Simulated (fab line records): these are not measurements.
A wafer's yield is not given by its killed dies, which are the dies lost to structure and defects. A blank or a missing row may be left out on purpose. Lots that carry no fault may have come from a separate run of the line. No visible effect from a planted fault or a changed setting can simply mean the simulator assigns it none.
The tool behind it: which one? + flow nand-harc + 11 lots with 33 wafers sampled at 5 steps, on a route of 1159 steps

== WHAT THE GAUGES READ, wafer by wafer ==
NHARC_END_SORT_01. Usual: defect-limited-yield 95.3 %, standard deviation 1.7; killed-at-array 28, standard deviation 12; killed-at-other 0.8, standard deviation 1.1; killed-at-periphery 3.6, standard deviation 2.3; killed-dies 32, standard deviation 12; killed-open 3.4, standard deviation 1.9; killed-short 2.0, standard deviation 1.3; sort_bin_2_pct 1.4 %, standard deviation 0.61; sort_bin_3_pct 0.26 %, standard deviation 0.22; sort_bin_4_pct 3.0 %, standard deviation 1.2; sort-n-pass 645, standard deviation 12; sort-rim-yield-pct 95.8 %, standard deviation 2.9; sort-yield-pct 95.3 %, standard deviation 1.7.
| lot  | measured     | on        | defect-limited-yield (%) | killed-at-array | killed-at-other | killed-at-periphery | killed-dies | killed-open | killed-short | sort_bin_2_pct (%) | sort_bin_3_pct (%) | sort_bin_4_pct (%) | sort-n-pass | sort-rim-yield-pct (%) | sort-yield-pct (%) | flag |
|------|--------------|-----------|--------------------------|-----------------|-----------------|---------------------|-------------|-------------|--------------|--------------------|--------------------|--------------------|-------------|------------------------|--------------------|------|
| L199 | day 20 01:14 | prober-02 | 95.7 96.0 97.0           | 27 24 17        | 0 0 0           | 2 3 3               | 29 27 20    | 5 6 2       | 0 3 2        | 1.2 1.3 1.0        | 0 0.30 0.30        | 3.1 2.4 1.6        | 648 650 657 | 98.1 98.1 98.1         | 95.7 96.0 97.0     |      |
| L205 | day 22 07:51 | prober-02 | 96.5 95.1 95.3           | 18 25 22        | 0 5 2           | 6 3 8               | 24 33 32    | 0 2 5       | 1 1 3        | 1.0 1.3 1.3        | 0 0.59 0.30        | 2.5 3.0 3.1        | 653 644 645 | 93.4 94.3 96.2         | 96.5 95.1 95.3     |      |

== WHICH TOOL RAN EACH LOT (tool, then ch and the chambers of the sampled wafers, then the start) ==
| lot  | NHARC_A_M1_CMP_23             | NHARC_A_BONDPAD_ETCH_34            | NHARC_A_BONDPAD_STRIP_15           | NHARC_A_BONDPAD_STRIP_16            |
|------|-------------------------------|------------------------------------|------------------------------------|-------------------------------------|
| L195 | cmp-03 ch 0,2, day 18 01:29   | rie-diel-10 ch 0,2,3, day 18 04:11 | rie-diel-10 ch 0,2,3, day 18 04:30 | wet-bench-10 ch 1,4,5, day 18 04:46 |
| L199 | cmp-03 ch 0,1,3, day 18 10:59 | rie-diel-10 ch 1,2,3, day 18 13:40 | rie-diel-10 ch 0,1,3, day 18 14:00 | wet-bench-10 ch 0,3,4, day 18 14:15 |
| L198 | cmp-02 ch 0,3, day 18 11:34   | rie-diel-10 ch 0,1, day 18 14:26   | rie-diel-10 ch 2,3, day 18 14:46   | wet-bench-10 ch 0,2,7, day 18 15:02 |
| L200 | cmp-03 ch 0,2,3, day 19 11:11 | rie-diel-06 ch 0,1,2, day 19 13:53 | rie-diel-10 ch 0,1,3, day 19 14:11 | wet-bench-08 ch 4,5,7, day 19 14:28 |
| L205 | cmp-04 ch 0,1,3, day 20 12:11 | rie-diel-06 ch 0,1,2, day 20 14:52 | rie-diel-06 ch 0,1,2, day 20 15:10 | wet-bench-10 ch 0,1,3, day 20 15:26 |
| L207 | cmp-04 ch 0,1,3, day 20 17:44 | rie-diel-06 ch 0,2,3, day 20 20:28 | rie-diel-06 ch 1,2,3, day 20 20:46 | wet-bench-08 ch 0,1,7, day 20 21:04 |
| L204 | cmp-04 ch 0,1,2, day 20 18:12 | rie-diel-06 ch 1,2,3, day 20 20:59 | rie-diel-10 ch 1,3, day 20 21:17   | wet-bench-08 ch 3,4,6, day 20 21:34 |
| L211 | cmp-03 ch 0,1,2, day 22 08:33 | rie-diel-06 ch 2,3, day 22 11:13   | rie-diel-06 ch 1,2,3, day 22 11:32 | wet-bench-08 ch 0,5,6, day 22 11:49 |
| L213 | cmp-03 ch 0,1,2, day 23 00:47 | rie-diel-06 ch 0,1,2, day 23 03:30 | rie-diel-06 ch 1,2,3, day 23 03:49 | wet-bench-08 ch 0,5,6, day 23 04:05 |
| L215 | cmp-04 ch 0,1,2, day 23 15:17 | rie-diel-06 ch 1,2, day 23 17:57   | rie-diel-03 ch 1,2,3, day 23 18:17 | wet-bench-08 ch 1,5,7, day 23 18:32 |
| L216 | cmp-03 ch 0,1,3, day 23 19:44 | rie-diel-06 ch 0,1,3, day 23 22:16 | rie-diel-10 ch 0,3, day 23 22:34   | wet-bench-08 ch 0,2,3, day 23 22:51 |
- NHARC_A_M1_CMP_23: polishes, t overpolish 20 s, target thk 154.34 nm.
- NHARC_A_BONDPAD_ETCH_34: etches the open film in N2/H2, target depth 60 nm, overetch 18 nm, time 65.91 s.
- NHARC_A_BONDPAD_STRIP_15: strips in O2.
- NHARC_A_BONDPAD_STRIP_16: strips in post etch residue remover, time 600 s.

== AS READ BY THE TOOLS THEMSELVES (means over the sampled wafers that have a number; for cases with no such wafer, the mark the record gives instead) ==
NHARC_A_M1_CMP_23. Usual: edge-zone-pressure-frac 1.000, standard deviation 0.0048; motor-current-A 11.8 A, standard deviation 1.6; time-to-endpoint-s 29.4 s, standard deviation 1.9.
| lot  | tool   | edge-zone-pressure-frac | motor-current-A (A) | time-to-endpoint-s (s) | flag |
|------|--------|-------------------------|---------------------|------------------------|------|
| L195 | cmp-03 | 0.993                   | 13.7                | 28.3                   |      |
| L199 | cmp-03 | 1.000                   | 12.5                | 27.5                   |      |
| L198 | cmp-02 | 0.999                   | 10.1                | 29.2                   |      |
| L200 | cmp-03 | 1.004                   | 13.0                | 29.0                   |      |
| L205 | cmp-04 | 0.998                   | 10.7                | 31.7                   |      |
| L207 | cmp-04 | 1.006                   | 10.5                | 31.1                   |      |
| L204 | cmp-04 | 1.005                   | 11.7                | 31.3                   |      |
| L211 | cmp-03 | 0.999                   | 13.1                | 28.8                   |      |
| L213 | cmp-03 | 0.999                   | 13.0                | 29.0                   |      |
| L215 | cmp-04 | 1.000                   | 11.6                | 28.4                   |      |
| L216 | cmp-03 | 1.008                   | 12.5                | 25.9                   |      |

NHARC_A_BONDPAD_ETCH_34. Usual: drypump-motor-current-A 5.81 A, standard deviation 0.16; oes-product-au 1.003 a.u., standard deviation 0.0066; rf-vpp-V 431 V, standard deviation 3.1; showerhead-plenum-p-Torr 2.05 Torr, standard deviation 0.11; throttle-valve-pct 14.171 %, standard deviation 0.009.
| lot  | tool        | drypump-motor-current-A (A) | oes-product-au (a.u.) | rf-vpp-V (V) | showerhead-plenum-p-Torr (Torr) | throttle-valve-pct (%) | flag |
|------|-------------|-----------------------------|-----------------------|--------------|---------------------------------|------------------------|------|
| L195 | rie-diel-10 | 5.76                        | 0.996                 | 433          | 2.14                            | 14.174                 |      |
| L199 | rie-diel-10 | 5.86                        | 1.005                 | 432          | 2.10                            | 14.173                 |      |
| L198 | rie-diel-10 | 5.41                        | 0.999                 | 432          | 2.11                            | 14.178                 |      |
| L200 | rie-diel-06 | 5.77                        | 1.003                 | 430          | 2.02                            | 14.166                 |      |
| L205 | rie-diel-06 | 5.78                        | 1.002                 | 431          | 2.02                            | 14.165                 |      |
| L207 | rie-diel-06 | 5.77                        | 1.000                 | 430          | 2.00                            | 14.161                 |      |
| L204 | rie-diel-06 | 5.89                        | 1.006                 | 432          | 2.09                            | 14.167                 |      |
| L211 | rie-diel-06 | 5.87                        | 1.000                 | 432          | 2.07                            | 14.167                 |      |
| L213 | rie-diel-06 | 5.76                        | 1.006                 | 430          | 2.02                            | 14.168                 |      |
| L215 | rie-diel-06 | 5.85                        | 1.002                 | 432          | 2.11                            | 14.172                 |      |
| L216 | rie-diel-06 | 5.84                        | 1.004                 | 431          | 2.07                            | 14.166                 |      |

NHARC_A_BONDPAD_STRIP_15. Usual: chamber-pressure-mTorr 60.00 mTorr (standard deviation 0.06); drypump-motor-current-A 5.79 A (standard deviation 0.2); o2-flow-sccm 499.9 sccm (standard deviation 1.4); oes-product-au 1.002 a.u. (standard deviation 0.0072); rf-vpp-V 58.0 V (standard deviation 0.9); showerhead-plenum-p-Torr 3.57 Torr (standard deviation 0.16); throttle-valve-pct 17.037 % (standard deviation 0.0094).
| lot  | tool        | chamber-pressure-mTorr (mTorr) | drypump-motor-current-A (A) | o2-flow-sccm (sccm) | oes-product-au (a.u.) | rf-vpp-V (V) | showerhead-plenum-p-Torr (Torr) | throttle-valve-pct (%) | flag |
|------|-------------|--------------------------------|-----------------------------|---------------------|-----------------------|--------------|---------------------------------|------------------------|------|
| L195 | rie-diel-10 | 59.96                          | 5.74                        | 499.5               | 1.000                 | 58.7         | 3.69                            | 17.030                 |      |
| L199 | rie-diel-10 | 59.97                          | 5.63                        | 501.2               | 1.001                 | 58.5         | 3.64                            | 17.025                 |      |
| L198 | rie-diel-10 | 60.01                          | 5.99                        | 501.0               | 1.004                 | 57.7         | 3.66                            | 17.037                 |      |
| L200 | rie-diel-10 | 59.99                          | 5.60                        | 499.8               | 0.995                 | 58.2         | 3.64                            | 17.034                 |      |
| L205 | rie-diel-06 | 60.02                          | 5.79                        | 499.6               | 1.007                 | 57.1         | 3.49                            | 17.043                 |      |
| L207 | rie-diel-06 | 59.96                          | 5.88                        | 500.6               | 1.007                 | 56.6         | 3.60                            | 17.040                 |      |
| L204 | rie-diel-10 | 60.03                          | 5.74                        | 500.1               | 0.998                 | 58.4         | 3.58                            | 17.036                 |      |
| L211 | rie-diel-06 | 60.00                          | 5.86                        | 499.8               | 0.992                 | 58.3         | 3.60                            | 17.036                 |      |
| L213 | rie-diel-06 | 60.08                          | 5.87                        | 499.2               | 1.001                 | 58.5         | 3.60                            | 17.035                 |      |
| L215 | rie-diel-03 | 60.00                          | 5.86                        | 500.1               | 1.016                 | 58.1         | 3.61                            | 17.030                 |      |
| L216 | rie-diel-10 | 59.98                          | 5.52                        | 501.2               | 0.999                 | 57.6         | 3.70                            | 17.047                 |      |

NHARC_A_BONDPAD_STRIP_16. Usual: bath-heat-duty-pct 13.5 %, standard deviation 1.9; run-length-s 603.1 s, standard deviation 1.1.
| lot  | tool         | bath-heat-duty-pct (%) | run-length-s (s) | flag |
|------|--------------|------------------------|------------------|------|
| L195 | wet-bench-10 | 14.2                   | 603.6            |      |
| L199 | wet-bench-10 | 13.5                   | 602.8            |      |
| L198 | wet-bench-10 | 15.4                   | 603.2            |      |
| L200 | wet-bench-08 | 14.1                   | 602.7            |      |
| L205 | wet-bench-10 | 14.2                   | 602.4            |      |
| L207 | wet-bench-08 | -                      | -                | OFF  |
| L204 | wet-bench-08 | -                      | -                | OFF  |
| L211 | wet-bench-08 | 12.1                   | 603.0            |      |
| L213 | wet-bench-08 | 12.0                   | 602.5            |      |
| L215 | wet-bench-08 | 14.3                   | 602.7            |      |
| L216 | wet-bench-08 | 12.6                   | 603.0            |      |

== THE ANSWER, worked out from the rows above alone ==
Rule: a lot is off if the mean of its wafers that have a number lies more than 3 standard deviations from the usual mean. Also off: a lot with no number at a reading for which 4 or more lots have one. Where the step has rows for the other lots, those lots are counted as sound. Order of review: gauges by route order, followed by the tools' own readings, for which a lot's mean as printed above is used. The first step at which some lot is off is used, and at that step the reading that is off furthest; a lot without a number counts as furthest.
Off: L207, L204 (NHARC_A_BONDPAD_STRIP_16, bath-heat-duty-pct). Without a number there: L207, L204.
A tool fits if, at that step or a process step before it, it ran every lot that is off, and no sound lot after the first of them. Of those tried, none fits.

== WHAT WAS PUT IN BY THE SIMULATOR ==
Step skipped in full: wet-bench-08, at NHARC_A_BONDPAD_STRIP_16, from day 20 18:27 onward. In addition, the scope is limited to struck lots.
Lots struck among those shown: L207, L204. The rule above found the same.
